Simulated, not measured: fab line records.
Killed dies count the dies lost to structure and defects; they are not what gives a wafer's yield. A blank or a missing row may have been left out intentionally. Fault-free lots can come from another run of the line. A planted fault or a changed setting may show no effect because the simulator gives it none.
fab line records -- flow nand-harc
record lots=13, wafers=39, last-day=33
route steps=1302 shown A_CHANNEL_FILL_D1@517 A_DECK1_JOINT@539 A_ONON_D2@556 A_CHANNEL_HOLE_D2@570 END@1302
lots with no fault: from the same line, run without faults
start-h: hours from the record's first day to the start of the lot's first wafer shown -- wait-h: time in hours since the lot's previous step -- " same as the row above -- L1.1+2: several wafers, shown together as one row -- - no value present, or no start provided -- * or withheld: withheld -- < > ~ a bound
route shown NAME@n: NAME is a module with steps in the file, n the number in the route of the first one -- usual: mean and standard deviation over wafers with no fault -- same: alike in all rows -- chamber/n: place in a boat -- sites: per-site readings -- _std_site: how widely they spread, as a standard deviation -- _edge_site: mean of outer sites minus mean of inner sites -- radius-mm: how far each site lies from the wafer's centre -- mask NAME#n: copy n -- behind: tool/chamber where the wafer was last shaped -- hold: cause of the lot's hold/its duration in hours/its outcome -- device: whichever transistor did not switch (one of n, p or np) -- end of line: tests run on the same wafers once the route is complete -- step lacking rows: just its recipe -- killed: not the wafer's yield, but the dies lost to structure and defects at the first sort -- map: a wafer's dies, x killed, . not, _ none there
set.NAME: the setting the step ran with; set.NAME@STEP: the setting that earlier step ran with -- model.NAME: the simulator's own value behind a step, which no gauge read
route steps across a sampled set of lots; one table per step, one row per wafer
services: when a tool's chamber went out of use (start-h, in hours from the record's first day, below 0 if earlier), for how many hours, and the reason
## steps
# step NHARC_A_CHANNEL_FILL_D1_INSPECT_13
# usual raw-defect-count=343/140
lot.wafer,tool,chamber,start-h,wait-h,raw-defect-count
L814.3,defect-inspect-02,-,235.29,0.0,241
L814.5,defect-inspect-02,-,235.29,0.0,377
L814.6,defect-inspect-02,-,235.29,0.0,314
L815.2,defect-inspect-02,-,252.19,0.0,419
L815.5,defect-inspect-02,-,252.19,0.0,211
L815.6,defect-inspect-02,-,252.19,0.0,289
L816.2,defect-inspect-01,-,252.19,0.0,242
L816.3,defect-inspect-01,-,252.19,0.0,192
L816.6,defect-inspect-01,-,252.19,0.0,284
L817.2,defect-inspect-01,-,264.79,0.0,324
L817.5,defect-inspect-01,-,264.79,0.0,298
L817.6,defect-inspect-01,-,264.79,0.0,337
L818.1,defect-inspect-02,-,275.12,0.0,364
L818.4,defect-inspect-02,-,275.12,0.0,347
L818.6,defect-inspect-02,-,275.12,0.0,213
L820.1,defect-inspect-02,-,302.23,0.0,583
L820.2,defect-inspect-02,-,302.23,0.0,321
L820.3,defect-inspect-02,-,302.23,0.0,394
L822.2,defect-inspect-01,-,309.47,0.0,300
L822.4,defect-inspect-01,-,309.47,0.0,259
L822.6,defect-inspect-01,-,309.47,0.0,227
L821.1,defect-inspect-02,-,309.47,0.0,273
L821.3,defect-inspect-02,-,309.47,0.0,196
L821.6,defect-inspect-02,-,309.47,0.0,220
L824.1,defect-inspect-01,-,340.81,0.0,317
L824.2,defect-inspect-01,-,340.81,0.0,286
L824.4,defect-inspect-01,-,340.81,0.0,342
L826.2,defect-inspect-01,-,349.43,0.0,739
L826.4,defect-inspect-01,-,349.43,0.0,536
L826.5,defect-inspect-01,-,349.43,0.0,470
L827.1,defect-inspect-02,-,374.94,0.0,265
L827.2,defect-inspect-02,-,374.94,0.0,210
L827.3,defect-inspect-02,-,374.94,0.0,99
L835.1,defect-inspect-01,-,440.81,0.0,449
L835.4,defect-inspect-01,-,440.81,0.0,314
L835.5,defect-inspect-01,-,440.81,0.0,439
L837.3,defect-inspect-02,-,459.95,0.0,719
L837.4,defect-inspect-02,-,459.95,0.0,272
L837.6,defect-inspect-02,-,459.95,0.0,236
# step NHARC_A_DECK1_JOINT_CMP_02
# recipe material=SiOx
# usual motor-current-A=11.8/0.99, slurry-filter-dp-kPa=13.51/0.14
lot.wafer,tool,chamber,start-h,wait-h,motor-current-A,slurry-filter-dp-kPa
L814.3,cmp-04,3,270.34,0.4,11.4,13.55
L814.6,cmp-04,0,270.34,0.4,11.1,13.31
L814.5,cmp-04,1,270.34,0.4,13.0,13.61
L816.2,cmp-04,3,290.94,0.4,11.5,13.78
L816.3,cmp-04,1,290.94,0.4,12.9,13.39
L816.6,cmp-04,3,290.94,0.4,12.6,13.25
L815.2,cmp-02,0,290.94,0.4,13.2,13.63
L815.5,cmp-02,0,290.94,0.4,13.3,13.53
L815.6,cmp-02,1,290.94,0.4,11.6,13.28
L817.2,cmp-02,1,300.94,0.4,11.3,13.59
L817.5,cmp-02,1,300.94,0.4,11.8,13.21
L817.6,cmp-02,2,300.94,0.4,10.6,13.40
L818.1,cmp-02,2,314.87,0.4,10.6,13.36
L818.4,cmp-02,1,314.87,0.4,11.8,13.40
L818.6,cmp-02,3,314.87,0.4,10.8,13.60
L820.2,cmp-01,1,334.14,0.4,11.4,13.42
L820.1,cmp-01,2,334.14,0.4,11.1,13.60
L820.3,cmp-01,3,334.14,0.4,13.8,13.50
L821.1,cmp-04,2,340.98,0.4,11.1,13.57
L821.3,cmp-04,1,340.98,0.4,12.4,13.67
L821.6,cmp-04,2,340.98,0.4,12.2,13.68
L822.4,cmp-01,0,341.03,0.4,13.2,13.53
L822.2,cmp-01,1,341.03,0.4,11.4,13.49
L822.6,cmp-01,3,341.03,0.4,13.3,13.59
L824.4,cmp-04,2,374.23,0.4,11.6,13.52
L824.1,cmp-04,3,374.23,0.4,12.1,13.42
L824.2,cmp-04,1,374.23,0.4,12.3,13.17
L826.4,cmp-04,0,379.86,0.4,11.2,13.38
L826.2,cmp-04,1,379.86,0.4,12.7,13.76
L826.5,cmp-04,3,379.86,0.4,11.9,13.51
L827.1,cmp-01,1,414.86,0.5,11.5,13.25
L827.3,cmp-01,2,414.86,0.5,10.5,13.42
L827.2,cmp-01,3,414.86,0.5,12.9,13.39
L835.1,cmp-04,1,475.16,0.4,12.6,13.73
L835.4,cmp-04,2,475.16,0.4,11.2,13.38
L835.5,cmp-04,1,475.16,0.4,12.5,13.67
L837.4,cmp-04,3,501.70,0.4,12.4,13.60
L837.3,cmp-04,1,501.70,0.4,12.9,13.67
L837.6,cmp-04,3,501.70,0.4,11.6,13.63
# step NHARC_A_ONON_D2_DEP_16
# recipe target-thk-a=10000, n2-flow-sccm=2750, n2o-flow-sccm=2000, nh3-flow-sccm=500, sih4-flow-sccm=210, temp-c=400
# usual n2-flow-sccm=2751/7.4
lot.wafer,tool,chamber,start-h,wait-h,n2-flow-sccm
L814.3,pecvd-onon-04,0,282.57,0.5,2749
L814.5,pecvd-onon-04,0,282.57,0.5,2752
L814.6,pecvd-onon-04,0,282.57,0.5,2749
L816.2,pecvd-onon-04,0,301.41,0.4,2748
L816.3,pecvd-onon-04,0,301.41,0.4,2739
L816.6,pecvd-onon-04,0,301.41,0.4,2744
L815.2,pecvd-onon-02,0,301.41,0.4,2747
L815.5,pecvd-onon-02,0,301.41,0.4,2754
L815.6,pecvd-onon-02,0,301.41,0.4,2748
L817.2,pecvd-onon-02,0,311.87,0.4,2745
L817.5,pecvd-onon-02,0,311.87,0.4,2741
L817.6,pecvd-onon-02,0,311.87,0.4,2735
L818.1,pecvd-onon-04,0,325.30,0.4,2759
L818.4,pecvd-onon-04,0,325.30,0.4,2750
L818.6,pecvd-onon-04,0,325.30,0.4,2766
L820.1,pecvd-onon-04,0,344.96,0.4,2754
L820.2,pecvd-onon-04,0,344.96,0.4,2753
L820.3,pecvd-onon-04,0,344.96,0.4,2755
L821.1,pecvd-onon-02,0,351.40,0.4,2743
L821.3,pecvd-onon-02,0,351.40,0.4,2738
L821.6,pecvd-onon-02,0,351.40,0.4,2744
L822.2,pecvd-onon-04,0,351.46,0.5,2738
L822.4,pecvd-onon-04,0,351.46,0.5,2748
L822.6,pecvd-onon-04,0,351.46,0.5,2749
L824.1,pecvd-onon-04,0,385.28,0.4,2747
L824.2,pecvd-onon-04,0,385.28,0.4,2761
L824.4,pecvd-onon-04,0,385.28,0.4,2736
L826.2,pecvd-onon-04,0,390.26,0.4,2747
L826.4,pecvd-onon-04,0,390.26,0.4,2748
L826.5,pecvd-onon-04,0,390.26,0.4,2745
L827.1,pecvd-onon-04,0,425.38,0.4,2753
L827.2,pecvd-onon-04,0,425.38,0.4,2739
L827.3,pecvd-onon-04,0,425.38,0.4,2747
L835.1,pecvd-onon-04,0,486.53,0.4,2759
L835.4,pecvd-onon-04,0,486.53,0.4,2750
L835.5,pecvd-onon-04,0,486.53,0.4,2755
L837.3,pecvd-onon-04,0,513.93,0.5,2757
L837.4,pecvd-onon-04,0,513.93,0.5,2761
L837.6,pecvd-onon-04,0,513.93,0.5,2752
# step NHARC_A_ONON_D2_THK_MEAS_18
# recipe thk-meas-gauge=ellipsometry
# usual thk-nm=1000/11
lot.wafer,tool,chamber,start-h,wait-h,thk-nm
L814.3,film-metro-02,-,282.96,-,1000
L814.5,film-metro-02,-,282.96,-,1000
L814.6,film-metro-02,-,282.96,-,1001
L816.2,film-metro-02,-,301.86,-,1003
L816.3,film-metro-02,-,301.86,-,1004
L816.6,film-metro-02,-,301.86,-,1005
L815.2,film-metro-01,-,301.86,-,994
L815.5,film-metro-01,-,301.86,-,994
L815.6,film-metro-01,-,301.86,-,994
L817.2,film-metro-02,-,312.32,-,1000
L817.5,film-metro-02,-,312.32,-,1000
L817.6,film-metro-02,-,312.32,-,999
L818.1,film-metro-02,-,325.81,-,999
L818.4,film-metro-02,-,325.81,-,999
L818.6,film-metro-02,-,325.81,-,998
L820.1,film-metro-02,-,345.47,-,1020
L820.2,film-metro-02,-,345.47,-,1021
L820.3,film-metro-02,-,345.47,-,1019
L821.1,film-metro-02,-,351.91,-,995
L821.3,film-metro-02,-,351.91,-,997
L821.6,film-metro-02,-,351.91,-,996
L822.2,film-metro-01,-,351.92,-,994
L822.4,film-metro-01,-,351.92,-,995
L822.6,film-metro-01,-,351.92,-,995
L824.1,film-metro-01,-,385.78,-,1001
L824.2,film-metro-01,-,385.78,-,1000
L824.4,film-metro-01,-,385.78,-,1001
L826.2,film-metro-02,-,390.71,-,1002
L826.4,film-metro-02,-,390.71,-,1006
L826.5,film-metro-02,-,390.71,-,1003
L827.1,film-metro-02,-,425.89,-,1023
L827.2,film-metro-02,-,425.89,-,1025
L827.3,film-metro-02,-,425.89,-,1025
L835.1,film-metro-01,-,487.03,-,1496
L835.4,film-metro-01,-,487.03,-,1496
L835.5,film-metro-01,-,487.03,-,1494
L837.3,film-metro-01,-,514.33,-,1512
L837.4,film-metro-01,-,514.33,-,1510
L837.6,film-metro-01,-,514.33,-,1510
# step NHARC_A_CHANNEL_HOLE_D2_DEP_00
# recipe target-thk-a=31000, temp-c=400, material=aC
# usual throttle-valve-pct=35.001/0.0091
lot.wafer,tool,chamber,start-h,wait-h,throttle-valve-pct
L814.3,acl-dep-02,0,286.49,0.7,34.999
L814.5,acl-dep-02,0,286.49,0.7,35.001
L814.6,acl-dep-02,0,286.49,0.7,34.996
L815.2,acl-dep-02,0,305.04,0.4,35.003
L815.5,acl-dep-02,0,305.04,0.4,34.974
L815.6,acl-dep-02,0,305.04,0.4,34.995
L816.2,acl-dep-01,0,305.04,0.4,34.995
L816.3,acl-dep-01,0,305.04,0.4,34.996
L816.6,acl-dep-01,0,305.04,0.4,35.002
L817.2,acl-dep-03,0,316.93,1.8,34.986
L817.5,acl-dep-03,0,316.93,1.8,35.005
L817.6,acl-dep-03,0,316.93,1.8,35.014
L818.1,acl-dep-03,0,330.77,2.1,35.008
L818.4,acl-dep-03,0,330.77,2.1,34.991
L818.6,acl-dep-03,0,330.77,2.1,35.003
L820.1,acl-dep-03,0,348.36,0.1,35.005
L820.2,acl-dep-03,0,348.36,0.1,35.007
L820.3,acl-dep-03,0,348.36,0.1,35.007
L822.2,acl-dep-02,0,356.35,1.6,34.999
L822.4,acl-dep-02,0,356.35,1.6,34.998
L822.6,acl-dep-02,0,356.35,1.6,35.009
L821.1,acl-dep-01,0,356.58,1.7,35.005
L821.3,acl-dep-01,0,356.58,1.7,35.002
L821.6,acl-dep-01,0,356.58,1.7,34.990
L824.1,acl-dep-03,0,388.65,0.1,35.002
L824.2,acl-dep-03,0,388.65,0.1,34.999
L824.4,acl-dep-03,0,388.65,0.1,34.984
L826.2,acl-dep-02,0,396.36,2.8,34.995
L826.4,acl-dep-02,0,396.36,2.8,34.998
L826.5,acl-dep-02,0,396.36,2.8,34.996
L827.1,acl-dep-01,0,430.49,1.8,34.995
L827.2,acl-dep-01,0,430.49,1.8,34.991
L827.3,acl-dep-01,0,430.49,1.8,34.989
# step NHARC_END_SORT_01
# recipe temp-c=25
# usual killed-at-array=58/15, killed-at-other=0.8/1.2, killed-at-periphery=3.5/2.5, killed-dies=62/15, killed-open=3.2/1.7, killed-short=2.4/1.5
# same gross-dies=677
lot.wafer,tool,chamber,start-h,wait-h,killed-at-array,killed-at-other,killed-at-periphery,killed-dies,killed-open,killed-short
L835.1,prober-02,0,772.56,2.5,671,1,5,677,3,5
L835.4,prober-02,0,774.97,3.4,676,0,1,677,3,1
L835.5,prober-02,0,775.77,3.7,672,0,5,677,3,4
L837.3,prober-01,0,788.48,3.1,672,4,1,677,2,5
L837.4,prober-01,0,789.28,3.4,672,3,2,677,3,3
L837.6,prober-01,0,790.88,4.0,675,0,2,677,2,4
# killed by level:class
L835.1 A_ONON_D2:area-dep=614 A_SLIT:chamber-film-flake=26 A_CHANNEL_HOLE_D1:chamber-film-flake=10 A_CHANNEL_HOLE_D2:chamber-film-flake=6 A_WL_FILL:chamber-film-flake=3 A_WL_FILL:geometric-particle:short=2 P_ZERO_WELL:chamber-film-flake=2 P_GATE:chamber-film-flake=2
L835.4 A_ONON_D2:area-dep=613 A_SLIT:chamber-film-flake=29 A_CHANNEL_HOLE_D1:chamber-film-flake=21 A_CHANNEL_HOLE_D2:chamber-film-flake=3 A_CHANNEL_FILL_D1:chamber-film-flake=2 A_CONTACT:chamber-film-flake=2 A_CHANNEL_HOLE_D1:geometric-particle:short=1 A_DECK1_JOINT:geometric-particle:open=1
L835.5 A_ONON_D2:area-dep=611 A_SLIT:chamber-film-flake=30 A_CHANNEL_HOLE_D2:chamber-film-flake=10 A_CHANNEL_HOLE_D1:chamber-film-flake=9 A_CHANNEL_FILL_D1:chamber-film-flake=4 A_ONON_D2:geometric-particle:short=2 P_GATE:chamber-film-flake=2 P_GATE:geometric-particle:open=1
L837.3 A_ONON_D2:area-dep=628 A_CHANNEL_HOLE_D1:chamber-film-flake=16 A_SLIT:chamber-film-flake=7 A_CONTACT:chamber-film-flake=5 A_BLC:chamber-film-flake=4 A_CHANNEL_HOLE_D2:chamber-film-flake=3 A_CHANNEL_FILL_D2:geometric-particle:short=2 STARTING-WAFER:geometric-particle:short=2
L837.4 A_ONON_D2:area-dep=617 A_CHANNEL_HOLE_D1:chamber-film-flake=29 A_SLIT:chamber-film-flake=11 A_CONTACT:chamber-film-flake=4 P_CONTACT:geometric-particle:open=2 HYBRID_BOND:chamber-film-flake=2 A_DECK1_JOINT:chamber-film-flake=2 A_STAIRCASE:chamber-film-flake=2
L837.6 A_ONON_D2:area-dep=626 A_CHANNEL_HOLE_D1:chamber-film-flake=20 A_SLIT:chamber-film-flake=11 A_CONTACT:chamber-film-flake=4 A_ZERO_WELL:chamber-film-flake=3 A_DECK1_JOINT:chamber-film-flake=2 A_CHANNEL_HOLE_D2:chamber-film-flake=2 A_BLC:chamber-film-flake=2
## services
tool,chamber,start-h,hours,kind
cmp-02,-,275.55,2.2,repair
cmp-01,-,285.55,4.0,pm
acl-dep-03,-,299.36,13.0,pm
cmp-04,-,302.78,13.3,repair
cmp-02,-,310.13,2.6,repair
pecvd-onon-04,-,311.33,13.0,pm
cmp-04,-,316.11,4.0,pm
cmp-02,-,343.89,4.0,pm
cmp-01,-,351.36,0.7,repair
cmp-04,-,363.76,0.6,repair
pecvd-onon-02,-,366.00,13.0,pm
acl-dep-01,-,372.72,13.0,pm
cmp-01,-,375.17,5.0,repair
cmp-01,-,383.55,4.0,pm
cmp-02,-,398.22,1.2,repair
cmp-04,-,414.11,4.0,pm
cmp-04,-,420.61,3.7,repair
acl-dep-02,-,427.95,13.0,pm
cmp-02,-,441.89,4.0,pm
cmp-04,-,482.93,1.0,repair
acl-dep-03,-,483.13,13.0,pm
pecvd-onon-04,-,492.33,13.0,pm
cmp-04,-,497.36,1.3,repair
cmp-04,-,512.11,4.0,pm
## key
first-sign step=NHARC_A_ONON_D2_THK_MEAS_18, reading=thk-nm, direction=up, sigmas=45, usual=1000, struck=1503
effect step=NHARC_END_SORT_01, reading=killed-dies, direction=up, sigmas=42, usual=62, struck=677
more-kills-born-at NHARC_A_ONON_D2_DEP_16@pecvd-onon-04=3709
met-at NHARC_A_ONON_D2_DEP_16
struck-lots L835,L837
struck-wafers L835.1,L835.4,L835.5,L837.3,L837.4,L837.6
later-rows-left-out L835.1,L835.4,L835.5,L837.3,L837.4,L837.6
tester-left-out L835,L837
not-acting-at NHARC_A_CHANNEL_FILL_D1_INSPECT_13,NHARC_A_DECK1_JOINT_CMP_02,NHARC_A_CHANNEL_HOLE_D2_DEP_00
onset-between 425.38 486.53
also-fits time
fault kind=process-parameter-drift, tool=pecvd-onon-04, chamber=0, onset-h=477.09, steps=NHARC_A_ONON_D2_DEP_16, channel=target-thk-a, offset=*, shape=step, end-h=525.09, acts-in=*, stated=*
# tester-left-out: of these lots the tester's yield and bins aren't shown, on N5 and GAA mostly nor the transistor test; their killed dies are dies lost to structure and defects alone, not to doping, threshold or leakage, so they don't give the yield
# later-rows-left-out: the simulator's readings of these wafers behind a module that went badly wrong aren't trusted and aren't shown, but for the sort
